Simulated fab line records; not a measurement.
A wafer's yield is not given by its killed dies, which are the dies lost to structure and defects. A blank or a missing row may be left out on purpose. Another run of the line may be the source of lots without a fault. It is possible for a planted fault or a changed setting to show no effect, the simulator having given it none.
Chamber matching    flow nandHarc    NHARC_A_SGD_CUT_ETCH_58 on rieDiel-13: 4 sister chambers
The step etches the open film in CF4, target depth 39 nm, time 65 s. 8 wafers are shown with their chamber, then 10 later ones without.

## WAFERS PAIRED WITH THEIR CHAMBERS
wafer   chamber  drypumpMotorCurrentA (A)  rfVppV (V)
L083.6  0        6.55                      149.7
L088.5  2        5.72                      151.5
L088.6  3        5.90                      151.2
L091.2  2        5.74                      149.1
L091.3  1        6.36                      150.8
L091.5  3        5.93                      152.8
L094.1  1        6.36                      152.2
L094.3  0        6.57                      151.1

## WAFERS WITH NO CHAMBER GIVEN
wafer   drypumpMotorCurrentA (A)  rfVppV (V)
L094.4  5.87                      153.0
L093.4  6.57                      149.8
L093.5  6.59                      150.8
L093.6  5.92                      153.4
L095.1  5.75                      149.3
L095.2  6.33                      151.1
L095.6  6.54                      151.5
L097.1  6.35                      151.7
L097.2  5.71                      151.0
L097.5  6.35                      152.0

## THE CHAMBER EACH PASSED THROUGH
wafer   from the rows above  in truth
L094.4  3                    3
L093.4  0                    0
L093.5  0                    0
L093.6  3                    3
L095.1  2                    2
L095.2  1                    1
L095.6  0                    0
L097.1  1                    1
L097.2  2                    2
L097.5  1                    1
Placed correctly: 10 of 10. From these rows, 0 cannot be placed. Wrongly placed: 0.
How it was worked out, from the rows above alone: a wafer's distance from a chamber is the root of the sum, over the readings, of the square of ((its reading less the chamber's mean) divided by the reading's scatter). If the next closest chamber is less than 2 further off than the closest, the wafer can't be placed; otherwise it belongs to the closest. The mean given for a chamber averages the wafers shown for that chamber. The scatter is the square root of a quotient: the sum, over the shown wafers, of each reading's squared deviation from its chamber's mean, divided by wafers minus chambers.
